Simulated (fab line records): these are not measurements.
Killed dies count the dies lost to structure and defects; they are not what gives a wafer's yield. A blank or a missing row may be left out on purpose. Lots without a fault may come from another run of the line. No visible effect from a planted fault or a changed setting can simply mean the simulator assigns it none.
What tool caused it? + flow n5Finfet + 42 wafers from 14 lots sampled at 3 of the route's 1938 steps

== WHAT THE GAUGES READ, wafer by wafer ==
N5_BEOL_M13_INSPECT_55: inspects for defects (darkfield). Usual: rawDefectCount at 74, with a standard deviation of 25.
| lot  | measured     | on               | rawDefectCount | flag |
|------|--------------|------------------|----------------|------|
| L437 | day 10 17:29 | defectInspect-02 | 99 62 56       |      |
| L439 | day 10 20:56 | defectInspect-01 | 30 25 36       |      |
| L440 | day 11 20:40 | defectInspect-02 | 62 66 59       |      |
| L441 | day 12 04:59 | defectInspect-02 | 46 82 94       |      |
| L444 | day 12 09:35 | defectInspect-01 | 54 62 47       |      |
| L443 | day 13 00:01 | defectInspect-02 | 72 73 53       |      |
| L445 | day 13 00:50 | defectInspect-02 | 134 100 82     |      |
| L450 | day 14 06:49 | defectInspect-01 | 57 22 41       |      |
| L456 | day 15 20:13 | defectInspect-02 | 56 53 58       |      |
| L453 | day 15 22:35 | defectInspect-01 | 134 125 86     |      |
| L455 | day 16 04:37 | defectInspect-01 | 157 104 112    |      |
| L457 | day 16 15:34 | defectInspect-02 | 70 95 99       |      |
| L458 | day 16 20:06 | defectInspect-01 | 64 83 76       |      |
| L459 | day 17 00:29 | defectInspect-02 | 106 84 109     |      |

== TOOL THAT RAN EACH LOT (tool first, then ch and the chambers of the sampled wafers, then the start) ==
| lot  | N5_BEOL_M13_DESCUM_33             | N5_BEOL_M13_ETCH_68               |
|------|-----------------------------------|-----------------------------------|
| L437 | rieDiel-03 ch 2,3, day 10 11:28   | rieDiel-03 ch 2,3, day 10 11:39   |
| L439 | rieDiel-01 ch 1,2,3, day 10 18:14 | rieDiel-01 ch 1,2,3, day 10 18:25 |
| L440 | rieDiel-03 ch 0,1,3, day 11 10:51 | rieDiel-03 ch 0,1,3, day 11 11:02 |
| L441 | rieDiel-01 ch 0,3, day 12 02:00   | rieDiel-01 ch 0,3, day 12 02:11   |
| L444 | rieDiel-06 ch 0,1, day 12 06:44   | rieDiel-06 ch 0,1, day 12 06:55   |
| L443 | rieDiel-06 ch 1,2,3, day 12 19:19 | rieDiel-06 ch 1,2,3, day 12 19:29 |
| L445 | rieDiel-03 ch 0,1,2, day 12 19:35 | rieDiel-03 ch 0,1,2, day 12 19:46 |
| L450 | rieDiel-01 ch 0,1,2, day 14 03:21 | rieDiel-01 ch 0,1,2, day 14 03:32 |
| L456 | rieDiel-01 ch 1,3, day 15 15:14   | rieDiel-01 ch 1,3, day 15 15:25   |
| L453 | rieDiel-03 ch 0,1,3, day 15 15:47 | rieDiel-03 ch 0,1,3, day 15 15:58 |
| L455 | rieDiel-06 ch 0,2,3, day 15 22:10 | rieDiel-06 ch 0,2,3, day 15 22:21 |
| L457 | rieDiel-01 ch 0,2,3, day 16 12:26 | rieDiel-01 ch 0,2,3, day 16 12:37 |
| L458 | rieDiel-03 ch 0,2,3, day 16 17:33 | rieDiel-03 ch 0,2,3, day 16 17:44 |
| L459 | rieDiel-01 ch 1,3, day 16 17:49   | rieDiel-01 ch 1,3, day 16 18:00   |
- N5_BEOL_M13_DESCUM_33: chemistry O2, time 7.9 s.
- N5_BEOL_M13_ETCH_68: etches SOC in N2/H2, time 355 s.

== WHAT THE TOOLS THEMSELVES READ (means of the sampled wafers that have a number; where no wafer has one, the mark that the record gives instead) ==
N5_BEOL_M13_DESCUM_33. Usual: drypumpMotorCurrentA 6.0 A, standard deviation 0.46; oesProductAu 0.78 a.u., standard deviation 0.09; rfVppV 242.9 V, standard deviation 1.6; showerheadPlenumPTorr 2.06 Torr, standard deviation 0.088; throttleValvePct 20.4 %, standard deviation 0.32.
| lot  | tool       | drypumpMotorCurrentA (A) | oesProductAu (a.u.) | rfVppV (V) | showerheadPlenumPTorr (Torr) | throttleValvePct (%) | flag |
|------|------------|--------------------------|---------------------|------------|------------------------------|----------------------|------|
| L437 | rieDiel-03 | 6.1                      | 0.72                | 243.6      | 2.08                         | 20.2                 |      |
| L439 | rieDiel-01 | 5.4                      | 0.80                | 243.7      | 2.13                         | 20.6                 |      |
| L440 | rieDiel-03 | 6.1                      | 0.73                | 243.2      | 2.05                         | 20.6                 |      |
| L441 | rieDiel-01 | 5.5                      | 0.71                | 242.8      | 2.07                         | 20.8                 |      |
| L444 | rieDiel-06 | 6.5                      | 0.77                | 242.7      | 2.06                         | 20.2                 |      |
| L443 | rieDiel-06 | 6.0                      | 0.85                | 242.5      | 2.05                         | 20.3                 |      |
| L445 | rieDiel-03 | 6.2                      | 0.69                | 243.2      | 2.09                         | 20.7                 |      |
| L450 | rieDiel-01 | 5.5                      | 0.84                | 243.7      | 2.11                         | 20.5                 |      |
| L456 | rieDiel-01 | 5.4                      | 0.77                | 243.9      | 2.08                         | 20.6                 |      |
| L453 | rieDiel-03 | 6.1                      | 0.70                | 241.9      | 2.04                         | 20.6                 |      |
| L455 | rieDiel-06 | 6.0                      | 0.79                | 241.9      | 1.97                         | 20.3                 |      |
| L457 | rieDiel-01 | 5.4                      | 0.77                | 243.0      | 2.10                         | 20.7                 |      |
| L458 | rieDiel-03 | 5.9                      | 0.81                | 243.2      | 2.08                         | 20.3                 |      |
| L459 | rieDiel-01 | 5.5                      | 0.81                | 243.0      | 2.09                         | 20.5                 |      |

N5_BEOL_M13_ETCH_68. Usual: biasW 350.2 W, standard deviation 1.1; drypumpMotorCurrentA 6.0 A, standard deviation 0.46; oesProductAu 0.78 a.u., standard deviation 0.092; rfVppV 523 V, standard deviation 3.1; showerheadPlenumPTorr 2.52 Torr, standard deviation 0.11; throttleValvePct 17.84 %, standard deviation 0.25.
| lot  | tool       | biasW (W) | drypumpMotorCurrentA (A) | oesProductAu (a.u.) | rfVppV (V) | showerheadPlenumPTorr (Torr) | throttleValvePct (%) | flag |
|------|------------|-----------|--------------------------|---------------------|------------|------------------------------|----------------------|------|
| L437 | rieDiel-03 | 349.8     | 6.2                      | 0.71                | 525        | 2.57                         | 17.80                |      |
| L439 | rieDiel-01 | 349.5     | 5.4                      | 0.80                | 526        | 2.59                         | 18.00                |      |
| L440 | rieDiel-03 | 350.0     | 6.1                      | 0.72                | 523        | 2.50                         | 17.93                |      |
| L441 | rieDiel-01 | 349.9     | 5.5                      | 0.70                | 523        | 2.53                         | 18.23                |      |
| L444 | rieDiel-06 | 349.4     | 6.5                      | 0.78                | 523        | 2.51                         | 17.64                |      |
| L443 | rieDiel-06 | 350.0     | 6.0                      | 0.84                | 523        | 2.50                         | 17.73                |      |
| L445 | rieDiel-03 | 350.6     | 6.3                      | 0.68                | 523        | 2.55                         | 18.04                |      |
| L450 | rieDiel-01 | 350.5     | 5.5                      | 0.84                | 525        | 2.56                         | 17.78                |      |
| L456 | rieDiel-01 | 351.0     | 5.4                      | 0.77                | 524        | 2.56                         | 18.22                |      |
| L453 | rieDiel-03 | 350.4     | 6.2                      | 0.69                | 522        | 2.49                         | 17.98                |      |
| L455 | rieDiel-06 | 350.1     | 6.0                      | 0.78                | 520        | 2.40                         | 17.70                |      |
| L457 | rieDiel-01 | 350.6     | 5.4                      | 0.77                | 524        | 2.56                         | 18.08                |      |
| L458 | rieDiel-03 | 351.0     | 5.9                      | 0.80                | 524        | 2.56                         | 17.83                |      |
| L459 | rieDiel-01 | 350.6     | 5.5                      | 0.80                | 525        | 2.56                         | 17.96                |      |

== THE ANSWER, worked out from the rows above alone ==
Rule: a lot is off if the mean of its wafers that have a number lies more than 3 standard deviations from the usual mean. Also off: a lot with no number at a reading for which 4 or more lots have one. All remaining lots with rows at the step are treated as sound. The gauges are gone through in route order, then the tools' own readings, and for those a lot's mean is taken as printed above. The first step at which some lot is off is used, and at that step the reading that is off furthest; a lot without a number counts as furthest.
No lot is off on any of the readings shown, so nothing can be concluded from this.

== WHAT THE SIMULATOR HAD INSERTED ==
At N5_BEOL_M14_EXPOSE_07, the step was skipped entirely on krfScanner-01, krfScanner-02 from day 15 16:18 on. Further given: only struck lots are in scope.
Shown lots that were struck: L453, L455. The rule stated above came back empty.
